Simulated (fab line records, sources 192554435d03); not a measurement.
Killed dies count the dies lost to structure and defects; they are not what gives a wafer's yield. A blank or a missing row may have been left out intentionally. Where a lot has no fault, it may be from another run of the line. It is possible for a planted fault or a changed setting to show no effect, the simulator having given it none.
fab line records ; flow n5-finfet
[record] lots = 4; wafers = 12; last-day = 16
route steps=1938 shown BEOL_M8@1358 PASSIVATION@1936
lots with no fault: from the same line, run without faults
start-h: start of the lot's first displayed wafer, in hours after the record's first day ; wait-h: hours elapsed since this lot's preceding step ; " as in the row above ; L1.1+2: a single row standing in for several wafers ; - no value present, or no start provided ; * or withheld: withheld ; < > ~ a bound
route shown NAME@n: NAME is a module with steps in the file, n the number in the route of the first one ; usual: mean and standard deviation over wafers with no fault ; same: alike in all rows ; chamber/n: place in a boat ; sites: each site's reading ; _std_site: their standard deviation ; _edge_site: mean of outer sites minus mean of inner sites ; radius-mm: how far each site lies from the wafer's centre ; mask NAME#n: copy n ; behind: tool/chamber where the wafer was last shaped ; hold: why the lot went on hold/how many hours it stayed there/how the hold came to an end ; device: transistor that didn't switch, given as n, p or np ; end of line: tests of these same wafers at the route's end ; step lacking rows: just its recipe ; killed: dies that structure and defects cost at the first sort, which is not the same as the wafer's yield ; map: a wafer's dies, marking killed ones x, the rest . and places with no die _
set.NAME: the setting the step ran with; set.NAME@STEP: the setting that earlier step ran with ; model.NAME: the simulator's own value behind a step, which no gauge read
certain route steps with their lots: each step a table, each wafer a row
services: when a tool's chamber went out of use (start-h, in hours from the record's first day, below 0 if earlier), for how many hours, and the reason
[[steps]]
[step N5_BEOL_M8_COAT_71]
[recipe] resist = underlayer; temp-c = 205; time-s = 60; spin-rpm = 1500; resist-thk-nm = 5
[step N5_BEOL_M8_COAT_22]
[recipe] resist = CAR-EUV; spin-rpm = 1500; resist-thk-nm = 30
[step N5_BEOL_M8_EBR_24]
[recipe] solvent = PGMEA; ebr-width-mm = 1.5
[step N5_BEOL_M8_SOFTBAKE_23]
[recipe] temp-c = 110; time-s = 60; resist = CAR-EUV
[step N5_BEOL_M8_EXPOSE_25]
[recipe] mask-id = V7; na = 0.33; source-shape = annular; sigma-inner = 0.4; sigma-outer = 0.8; polarization = unpolarized; target-cd-nm = 40; dose-mj = 42.5
[step N5_BEOL_M8_PEB_26]
[recipe] peb-temp-c = 100; peb-time-s = 60; resist = CAR-EUV
[step N5_BEOL_M8_DEVELOP_27]
[recipe] develop-time-s = 30; developer = TMAH; resist = CAR-EUV; rinse-liquid = surfactant-rinse; dry = air-spin; dev-temp-c = 23
[step N5_BEOL_M8_DESCUM_33]
[recipe] chemistry = O2; time-s = 7; source-power-w = 50; bias-power-w = 20; pressure-mtorr = 20; rf-frequency-hz = 2.712e+07; temp-c = 40; resist = CAR-EUV; o2-flow-sccm = 225
[step N5_BEOL_M8_ETCH_72]
[recipe] chemistry = N2/H2; target = underlayer; target-depth-a = 65; mask-material = CAR-EUV; time-s = 5.2; ion-energy-ev = 200; pressure-mtorr = 30; source-w = 840; bias-w = 150; n2-flow-sccm = 200; h2-flow-sccm = 200; ends = cleared
[step N5_BEOL_M8_ETCH_65]
[recipe] chemistry = CF4; target = SiARC; target-depth-a = 156; mask-material = CAR-EUV; time-s = 26; ion-energy-ev = 80; pressure-mtorr = 40; source-w = 545; bias-w = 36; Ar_flow_sccm = 100; cf4-flow-sccm = 100; ends = cleared
[usual] drypump-motor-current-A = 5.7/0.71; etch-rf-on-time-s = 26.0/0.59; oes-product-au = 0.71/0.056; rf-vpp-V = 183.7/1.2; showerhead-plenum-p-Torr = 2.12/0.077; throttle-valve-pct = 15.58/0.2
lot.wafer;tool;chamber;start-h;wait-h;drypump-motor-current-A;etch-rf-on-time-s;oes-product-au;rf-hours-counter-h;rf-vpp-V;showerhead-plenum-p-Torr;throttle-valve-pct
L610.3;rie-diel-03;2;208.63;0.0;4.8;25.3;0.76;42;183.1;2.09;15.21
L610.4;rie-diel-03;0;208.63;0.0;5.0;25.9;0.74;49;185.0;2.18;15.71
L610.6;rie-diel-03;2;208.63;0.0;4.8;25.2;0.76;-;182.9;2.09;15.20
L615.4;rie-diel-06;0;244.60;0.0;5.2;26.5;0.68;-;182.9;2.10;15.65
L615.5;rie-diel-06;3;244.60;0.0;6.7;26.4;0.77;-;184.2;2.09;15.55
L615.6;rie-diel-06;1;244.60;0.0;4.8;25.9;0.67;-;183.1;2.07;15.66
L621.1;rie-diel-03;3;277.05;0.0;6.5;25.5;0.72;58;186.9;2.26;15.36
L621.5;rie-diel-03;2;277.05;0.0;4.8;25.7;0.72;-;183.2;2.08;15.24
L621.6;rie-diel-03;3;277.05;0.0;6.5;25.6;0.73;-;186.4;2.26;15.35
L624.4;rie-diel-03;3;302.54;0.0;6.5;25.5;0.71;68;184.2;2.26;15.39
L624.5;rie-diel-03;1;302.54;0.0;6.6;26.2;0.80;-;184.4;2.28;15.49
L624.6;rie-diel-03;2;302.54;0.0;4.8;25.6;0.71;-;184.1;2.08;15.26
[step N5_BEOL_M8_ETCH_66]
[recipe] chemistry = N2/H2; target = SOC; target-depth-a = 800; overetch-a = 160; mask-material = SiARC; temp-c = 40; time-s = 120; ion-energy-ev = 200; pressure-mtorr = 30; source-w = 840; bias-w = 150; n2-flow-sccm = 200; h2-flow-sccm = 200
[step N5_BEOL_M8_STRIP_69]
[recipe] chemistry = N2/H2; temp-c = 40; n2-flow-sccm = 200; h2-flow-sccm = 200; rf-frequency-hz = 6e+07
[step N5_BEOL_M8_STRIP_73]
[recipe] chemistry = N2/H2; temp-c = 40; n2-flow-sccm = 200; h2-flow-sccm = 200; rf-frequency-hz = 6e+07
[step N5_BEOL_M8_VIA_ETCH_34]
[recipe] chemistry = C4F6/O2; target = SiCOH_lowk; target-depth-a = 1255; mask-material = SOC; taper-deg = 4; time-s = 50.5; ion-energy-ev = 250; pressure-mtorr = 30; source-w = 345; bias-w = 185; Ar_flow_sccm = 300; C4F6_flow_sccm = 10; O2_flow_sccm = 10
[step N5_BEOL_M8_STRIP_76]
[recipe] chemistry = C4F6/O2; resist = SiARC; rf-frequency-hz = 6e+07
[step N5_BEOL_M8_STRIP_36]
[recipe] chemistry = N2/H2; power-w = 450; temp-c = 40; pressure-mtorr = 20; rf-frequency-hz = 6e+07; overash-fraction = 0.3; bias-power-w = 7; h2-frac = 0.5; n2-flow-sccm = 200; h2-flow-sccm = 200
[step N5_BEOL_M8_TRENCH_ETCH_37]
[recipe] chemistry = C4F6/O2; target-depth-a = 934.78; target = SiCOH_lowk; time-s = 31.2; ion-energy-ev = 250; pressure-mtorr = 30; source-w = 345; bias-w = 185; Ar_flow_sccm = 300; C4F6_flow_sccm = 10; O2_flow_sccm = 10
[step N5_BEOL_M8_ETCH_41]
[recipe] chemistry = CH3F/O2; target = SiCN; target-depth-a = 319; taper-deg = 2; time-s = 57.8; ion-energy-ev = 120; mask-material = TiN; pressure-mtorr = 30; source-w = 395; bias-w = 75; Ar_flow_sccm = 150; CH3F_flow_sccm = 30; O2_flow_sccm = 20
[step N5_BEOL_M8_STRIP_80]
[recipe] chemistry = N2/H2; time-s = 10; power-w = 450; temp-c = 40; pressure-mtorr = 20; rf-frequency-hz = 6e+07; bias-power-w = 7; n2-flow-sccm = 200; h2-flow-sccm = 200
[step N5_BEOL_M8_HM_STRIP_39]
[recipe] chemistry = peroxide-tin-strip; material = TiN; target-depth-a = 250; temp-c = 50; time-s = 158
[step N5_BEOL_M8_SRD_40]
[recipe] time-s = 30; temp-c = 23; rinse-liquid = diw; dry = ipa-marangoni
[step N5_BEOL_M8_PRECLEAN_42]
[recipe] chemistry = residue-remover; time-s = 60; temp-c = 40
[step N5_BEOL_M8_SRD_43]
[recipe] time-s = 30; temp-c = 23; rinse-liquid = diw; dry = ipa-marangoni
[step N5_BEOL_M8_CURE_75]
[recipe] temp-c = 370; time-s = 120; ambient = DMADMS/He; material = SiCOH_lowk
[step N5_BEOL_M8_DEGAS_44]
[recipe] ambient = vacuum; temp-c = 250; time-s = 60
[step N5_BEOL_M8_PRE_CLEAN_45]
[recipe] gas = H2/He; time-s = 30; temp-c = 250
[step N5_BEOL_M8_ALD_77]
[recipe] material = TaN; target-thk-a = 20; temp-c = 275; ald-precursor-family = PDMAT; ald-co-reactant = NH3; pressure-torr = 3; carrier-flow-sccm = 1500; pulse-time-s = 2; purge-time-s = 3; co-reactant-purge-time-s = 2; co-reactant-pulse-time-s = 3; ald-cycles = 40; precursor-vessel-temp-c = 75; precursor-vessel-pressure-torr = 26.25; precursor-vessel-carrier-sccm = 1000
[step N5_BEOL_M8_SURFACE_TREAT_79]
[recipe] gas = Ar; time-s = *; ion-energy-ev = *; ion-current-ma-cm2 = 0.5; pressure-mtorr = *; ar-flow-sccm = 30
[step N5_BEOL_M8_CVD_78]
[recipe] material = Co; target-thk-a = 20; temp-c = withheld; precursor = CCTBA/H2; pressure-torr = 30; time-s = 142.3
[step N5_BEOL_M8_SPUTTER_48]
[recipe] material = Cu; target-thk-a = 100; temp-c = -20; bias-v = 60; power-w = 26000; chamber-pressure-pa = 0.13; time-s = 1.667
[step N5_BEOL_M8_ECD_50]
[recipe] material = Cu; target-thk-a = 3000
[step N5_BEOL_M8_ANNEAL_51]
[recipe] temp-c = 225; time-s = 90; ambient = N2
[step N5_BEOL_M8_CMP_52]
[recipe] stop-on = SiCOH_lowk; t-overpolish-s = 6.9; down-force-psi = 1; platen-rpm = 50; clearing-platen-down-force-psi = 1.5; clearing-platen-rpm = 50; post-cmp-clean = cu-alkaline; target-thk-nm = 80; clearing-platen-pad-velocity-m-s = 0.99484; pad-velocity-m-s = 0.99484
[step N5_BEOL_M8_PRE_CLEAN_55]
[recipe] gas = NH3; time-s = 15; temp-c = withheld; rf-power-w = 300
[step N5_BEOL_M8_DEP_56]
[recipe] material = SiCN; target-thk-a = 100; temp-c = withheld; precursor = 3MS/NH3; pressure-torr = 3; rf-w = 202; time-s = 17.5
[step N5_PASSIVATION_PROBE_49]
[usual] defect-limited-yield = 91.0/1.3; killed_at_M0_to_M3 = 36/9.5; killed_at_M4_up = 14/5.6; killed-at-contacts = 12/6.4; killed-at-front-end = 40/10; killed-at-other = 3.2/3; killed-dies = 107/15; killed-on-rim = 15/4.5; killed-open = 69/12; killed-short = 35/7.7; sort_bin_5_function = 5.3/0.91; sort_bin_6_memory = 3.3/0.65; sort-n-pass = 1073/15; sort-yield-pct = 91.0/1.3
[same] gross-dies = 1180; killed-at-back-side = 0; sort_bin_4_leakage[%] = 0; sort_bin_8_speed[%] = 0
lot.wafer;tool;chamber;start-h;wait-h;defect-limited-yield[%];killed_at_M0_to_M3;killed_at_M4_up;killed-at-contacts;killed-at-front-end;killed-at-other;killed-dies;killed-on-rim;killed-open;killed-short;sort_bin_5_function[%];sort_bin_6_memory[%];sort-n-pass;sort-yield-pct[%]
L615.4;prober-01;-;309.44;0.2;92.0;16;14;8;54;2;94;17;58;27;3.9;3.0;1086;92.0
L615.5;prober-01;-;309.49;0.2;90.8;41;14;7;42;5;109;14;78;29;5.3;3.3;1071;90.8
L615.6;prober-01;-;309.54;0.3;90.8;35;12;11;47;4;109;14;60;49;5.3;3.5;1071;90.8
L621.1;prober-02;-;354.61;0.0;78.6;28;152;15;53;5;253;34;75;38;13.4;4.5;927;78.6
L621.5;prober-02;-;354.81;0.2;87.2;45;49;10;45;2;151;38;71;43;6.1;5.4;1029;87.2
L621.6;prober-02;-;354.86;0.3;78.2;45;146;28;37;1;257;39;72;37;11.7;5.1;923;78.2
L624.4;prober-01;-;382.06;0.2;78.4;44;141;20;38;12;255;35;75;54;13.4;4.2;925;78.4
L624.5;prober-01;-;382.11;0.2;80.8;40;146;20;19;1;226;30;64;27;10.8;4.2;954;80.8
L624.6;prober-01;-;382.16;0.3;88.0;42;46;14;27;13;142;29;75;35;6.9;3.9;1038;88.0
// killed by level:class
L615.4 FIN_SAQP:geometric-particle:open=11 HKMG_FIN:area-etch=9 FIN_SAQP:geometric-particle:short=7 BEOL_M4:geometric-particle:open=7 STI_FIN_REVEAL:geometric-particle:open=6 MOL_CONTACT_COAG:geometric-particle:open=6 DUMMY_GATE:geometric-particle:open=5 BEOL_M3:geometric-particle:open=5
L615.5 FIN_SAQP:geometric-particle:open=11 BEOL_M3:geometric-particle:open=10 BEOL_M0_SAQP:geometric-particle:short=9 BEOL_M1:geometric-particle:open=8 DUMMY_GATE:geometric-particle:open=6 MOL_CONTACT_COAG:geometric-particle:open=6 STI_FIN_REVEAL:geometric-particle:open=5 GATE_CUT:geometric-particle:short=5
L615.6 FIN_SAQP:geometric-particle:short=11 MOL_CONTACT_COAG:geometric-particle:open=9 FIN_SAQP:geometric-particle:open=8 BEOL_M0_SAQP:geometric-particle:short=8 BEOL_M3:geometric-particle:open=8 BEOL_M3:geometric-particle:short=8 BEOL_M0_SAQP:geometric-particle:open=7 BEOL_M4:geometric-particle:open=7
L621.1 BEOL_M8:unspecified=138 STI_FIN_REVEAL:geometric-particle:open=12 GATE_CUT:geometric-particle:short=9 MOL_CONTACT_COAG:geometric-particle:open=9 BEOL_M3:geometric-particle:open=8 BEOL_M2:geometric-particle:open=7 FIN_SAQP:geometric-particle:short=6 MOL_CONTACT_COAG:geometric-particle:short=6
L621.5 BEOL_M8:unspecified=32 BEOL_M0_SAQP:geometric-particle:open=14 STI_FIN_REVEAL:geometric-particle:open=11 BEOL_M2:geometric-particle:open=9 BEOL_M0_SAQP:geometric-particle:short=8 MOL_CONTACT_COAG:geometric-particle:open=7 DUMMY_GATE:geometric-particle:open=5 GATE_CUT:geometric-particle:short=5
L621.6 BEOL_M8:unspecified=132 MOL_CONTACT_COAG:geometric-particle:open=22 BEOL_M0_SAQP:geometric-particle:short=12 BEOL_M0_SAQP:geometric-particle:open=11 BEOL_M2:geometric-particle:open=11 HKMG_FIN:area-etch=11 STI_FIN_REVEAL:geometric-particle:open=7 MOL_CONTACT_COAG:geometric-particle:short=6
L624.4 BEOL_M8:unspecified=123 MOL_CONTACT_COAG:geometric-particle:open=15 BEOL_M0_SAQP:geometric-particle:short=12 GATE_CUT:geometric-particle:short=7 BEOL_M0:geometric-particle:open=7 BEOL_M1:geometric-particle:open=7 FIN_SAQP:geometric-particle:open=6 BEOL_M0_SAQP:geometric-particle:open=6
L624.5 BEOL_M8:unspecified=135 MOL_CONTACT_COAG:geometric-particle:open=14 BEOL_M0_SAQP:geometric-particle:short=11 FIN_SAQP:geometric-particle:open=8 BEOL_M1:geometric-particle:open=7 MOL_CONTACT_COAG:geometric-particle:short=6 BEOL_M0:geometric-particle:open=5 BEOL_M2:geometric-particle:open=5
L624.6 BEOL_M8:unspecified=30 MOL_CONTACT_COAG:geometric-particle:open=13 BEOL_M0_SAQP:geometric-particle:short=11 FIN_SAQP:geometric-particle:open=10 BEOL_M1:geometric-particle:open=9 GATE_CUT:geometric-particle:short=6 PAD_METAL:geometric-particle:open=5 BEOL_M0_SAQP:geometric-particle:open=5
// map L621.6 (x killed, . not)
_________________x.....xx....________________
______________..x.x.....x......._____________
___________x...........x.......x...__________
__________xxx......x.......x.....x.._________
________xxxxxx....x.......x.........x._______
_______xxxxxx.x.x...........x...x...x..______
______xxxxxxxxx...........x............._____
_____xxxxxxxxxxxxx..........x............____
____xxxxxxxxxxxxx......xx................x___
___xxxxxxxxxxxxxxx....x....x..............x__
___xxxxxxxxxxxxx.x.........................__
__xxxxxxxxxxxxxxxxx....................x.x.._
__xxxxxxxxxxxxxx......x................x...x_
_.x.xxxxxxxxxxxx...x............x............
_.....xxxxxxxx............x.........x...x....
_x.x..x.x.x.xx.xx............x...............
_......x...x........x...............x.x......
_....x.x..x..........x...x...................
_x...........xx........x..x..................
_..................x........x....x....x..x.x.
_.........................x.....x....xx..x...
__x........................x..x............._
__x...x......x..xx...........x.x............_
___................x....x..x......x...x....__
___.x..........x....x.................x....__
____........x........x.x.xx...x.x.........___
_____....xx....................xx.....x..____
______.x....x.....x...........xx........_____
_______.............x....x.x....x......______
________...x...x......................_______
__________...x............x....x...._________
___________...........x.......x....__________
______________..xx.x.......xx..._____________
_________________............________________
// map L624.4 (x killed, . not)
_________________.x..........________________
______________..........x....x.._____________
___________.............x..x....x..__________
__________...x.x....x......x.......x_________
________xxx.xx........x.x.....x......._______
_______xxxxxxxxx.x.............x.......______
______xxxxxxxxxx...x.x...x..x...x.xx...._____
_____xxxxxxxxxxx.....................x...____
____xxxxxxxxxxxxxx..x.....x..x......x...x.___
___xxxxxxxxxxxxxx.xx..x.................x.x__
___xxxxxxxxxxxxx..xx....x.x..........x.....__
__.xxxxxxxxxxxxxx....x......xx.......xxx.x.._
__.xxxxxxxxxxxx.xx..x.......x......x......x._
_.xxxxxxxxxxxx..........x...............x...x
_.x.xxxxx..xx.....x..........................
_....x.x.x....x..x.x................x.......x
_.............x.........x...............x....
_.......x.xx........x.x.........x......x.....
_....x...x.........x...........xx....x....x.x
_....x.x.......x...x...............x.........
_x....x.........x.......x..x.................
__x......x...........x...........x...x...x.._
__................x.......x................._
___....x....x..x...........x...............__
___.........x....xx..xx...x...x.........xx.__
____......................................___
_____..................x.x...............____
______....................x........x...x_____
_______.......x.......................x______
________.............x................_______
__________.....x...................x_________
___________........x..x..x..x......__________
______________.xx.x.......x...x._____________
_________________......x.....________________
[[services]]
tool;chamber;start-h;hours;kind
rie-diel-03;1;241.09;-;clean
rie-diel-03;1;241.09;-;consumable-replace:focus-ring
rie-diel-03;1;241.09;-;consumable-replace:showerhead
rie-diel-06;2;243.08;8.3;repair
rie-diel-06;2;268.31;-;clean
rie-diel-06;2;268.31;-;consumable-replace:focus-ring
rie-diel-06;2;268.31;-;consumable-replace:showerhead
rie-diel-06;2;268.31;28.1;scheduled-down
rie-diel-06;2;268.31;28.1;vent-cycle
[[key]]
[first-sign] step = N5_PASSIVATION_PROBE_49; reading = killed_at_M4_up; direction = up; sigmas = 18; usual = 14; struck = 113
[effect] step = N5_PASSIVATION_PROBE_49; reading = defect-limited-yield; direction = down; sigmas = 7; usual = 91.0; struck = 81.9; wafers-moved = 5
[more-kills-born-at] N5_BEOL_M8_ETCH_65@rie-diel-03 = 590
met-at N5_BEOL_M8_ETCH_65
struck-wafers L621.1,L621.5,L621.6,L624.4,L624.5,L624.6
[baseline-loss] step = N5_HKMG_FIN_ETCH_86; wafers = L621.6
onset-between 208.63 277.05
also-fits time
[fault] kind = chamber-particle-source; tool = rie-diel-03; chamber = -; onset-h = 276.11; steps = N5_BEOL_M8_ETCH_65; rate-per-visit-cm2 = 1.8868; end-h = 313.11
// baseline-loss: these wafers lose ten dies or more at that step, a loss of the line's own and not of a fault; the sort's usual values leave them out
